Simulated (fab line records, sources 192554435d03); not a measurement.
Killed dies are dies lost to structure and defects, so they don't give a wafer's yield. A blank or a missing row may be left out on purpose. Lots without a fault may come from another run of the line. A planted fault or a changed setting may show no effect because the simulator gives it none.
A struck lot beside a sound one | flow n5_finfet | 36 steps out of a route of 1938
Sound: wafers L654.1, L654.3, L654.5. Struck: wafers L637.2, L637.3, L637.4. The cause comes at the end.
At each step with rows: each side's tool, then ch and its chambers, then its first start. Under that, the readings that differ: sound wafers | struck wafers | difference of the means | sigmas: that difference in standard deviations of wafers without a fault.
alike: readings whose means differ by less than 2 such deviations, and words and numbers that are the same on both sides. not compared: withheld readings, readings that some wafer has no value for, bounds like >300 that may hide the same value, and numbers for which the record gives no deviation and whose values overlap.
The two part at a step that has a row with sigmas, a row that says differs or no value, or rows on one side only. Numbers that don't overlap but have no deviation are shown without sigmas and don't part them. A reading that every wafer of one side lacks parts them only if that side has two wafers or more.

first, 9 steps without rows for these wafers: N5_BEOL_M4_ANNEAL_95 (time 240 s); N5_BEOL_M4_SPUTTER_96 (material Cu, target thk 4.5 nm, time 8.29 s); N5_BEOL_M4_ECD_50 (material Cu, target thk 300 nm); N5_BEOL_M4_ANNEAL_51 (time 90 s); N5_BEOL_M4_CMP_52 (polishes, stops on SiOC, t overpolish 6.8 s, target thk 40 nm); N5_BEOL_M4_PRE_CLEAN_60 (time 15 s); N5_BEOL_M4_CO_CAP_55 (material Co, precursor CCTBA/H2, target thk 2 nm, time 102.1 s); N5_BEOL_M4_PRE_CLEAN_56 (time 15 s); N5_BEOL_M4_DEP_57 (deposits SiCN from 3MS/NH3, target thk 8 nm, time 14 s).
N5_BEOL_M4_RC_MEAS_101:
  sound on prober-01 ch 0, day 14 15:42; struck on prober-02 ch 0, day 9 21:35
  reading       | sound          | struck         | difference | sigmas
  DIBL_N (mV/V) | 31.6 34.1 34.3 | 36.7 36.6 37.3 | +3.5       | +2
  DIBL_P (mV/V) | 31.8 34.6 35.0 | 38.2 38.2 39.1 | +4.7       | +2
  alike: IOFF_N, IOFF_P, ION_N, ION_P, SS_N, SS_P, VT_N, VT_P
then, 24 steps without rows for these wafers: N5_BEOL_M5_ILD_DEP_00 (deposits SiCOH lowk from DEMS/porogen, target thk 140.64 nm, time 25.9 s); N5_BEOL_M5_CURE_79 (cures SiCOH lowk, time 240 s); N5_BEOL_M5_PECVD_70 (deposits SiO2 from TEOS/O2, target thk 16 nm, time 18 s); N5_BEOL_M5_HM_DEP_02 (deposits TiN, target thk 20 nm); N5_BEOL_M5_COAT_59 (time 60 s, resist thk 60 nm); N5_BEOL_M5_COAT_60 (time 60 s, resist thk 12 nm); N5_BEOL_M5_COAT_71 (time 60 s, resist thk 5 nm); N5_BEOL_M5_COAT_05 (resist thk 30 nm); N5_BEOL_M5_EBR_07; N5_BEOL_M5_SOFTBAKE_06 (time 60 s); N5_BEOL_M5_EXPOSE_08 (exposes mask M5, target cd 28 nm); N5_BEOL_M5_PEB_09 (peb time 60 s); N5_BEOL_M5_DEVELOP_10 (develop time 30 s); N5_BEOL_M5_DESCUM_16 (chemistry O2, time 7 s); N5_BEOL_M5_ETCH_72 (etches underlayer in N2/H2, target depth 6.5 nm, time 5.2 s); N5_BEOL_M5_ETCH_61 (etches SiARC in CF4, target depth 15.6 nm, time 26 s); N5_BEOL_M5_ETCH_62 (etches SOC in N2/H2, target depth 75 nm, overetch 15 nm, time 112.5 s); N5_BEOL_M5_STRIP_63 (strips in N2/H2); N5_BEOL_M5_STRIP_73 (strips in N2/H2); N5_BEOL_M5_STRIP_64 (strips in CF4); N5_BEOL_M5_HM_OPEN_17 (chemistry Cl2/BCl3, target TiN, target depth 20 nm, overetch 6 nm); N5_BEOL_M5_STRIP_19 (strips in O2); N5_BEOL_M5_COAT_65 (time 60 s, resist thk 60 nm); N5_BEOL_M5_COAT_66 (time 60 s, resist thk 12 nm).
N5_BEOL_M7_ETCH_41: etches SiCN in CH3F/O2, target depth 31.9 nm, time 57.8 s.
  sound on rie_diel-05 ch 0,2,3, day 15 20:47; struck on rie_diel-01 ch 0,1,2, day 11 02:04
  no value came back on the struck wafers for any of 7 readings (CH3F_flow_sccm (sccm), O2_flow_sccm (sccm) and others); on the sound wafers CH3F_flow_sccm (sccm) reads 29.92 30.03 30.12
  not compared: rf_hours_counter_h
-- the record jumps here: 3 days lie between the struck wafers' starts before and after (it left off in module BEOL_M7 and takes up again in module PASSIVATION, whose first step shown is number 1936 of the route) --
N5_PASSIVATION_PROBE_49:
  the record has rows for the struck wafers here (prober-02, day 14 13:02) and none for the sound ones

WHERE THEY PART
First at N5_BEOL_M4_RC_MEAS_101; last, within this record, at N5_PASSIVATION_PROBE_49.

WHY: what the simulator had put in
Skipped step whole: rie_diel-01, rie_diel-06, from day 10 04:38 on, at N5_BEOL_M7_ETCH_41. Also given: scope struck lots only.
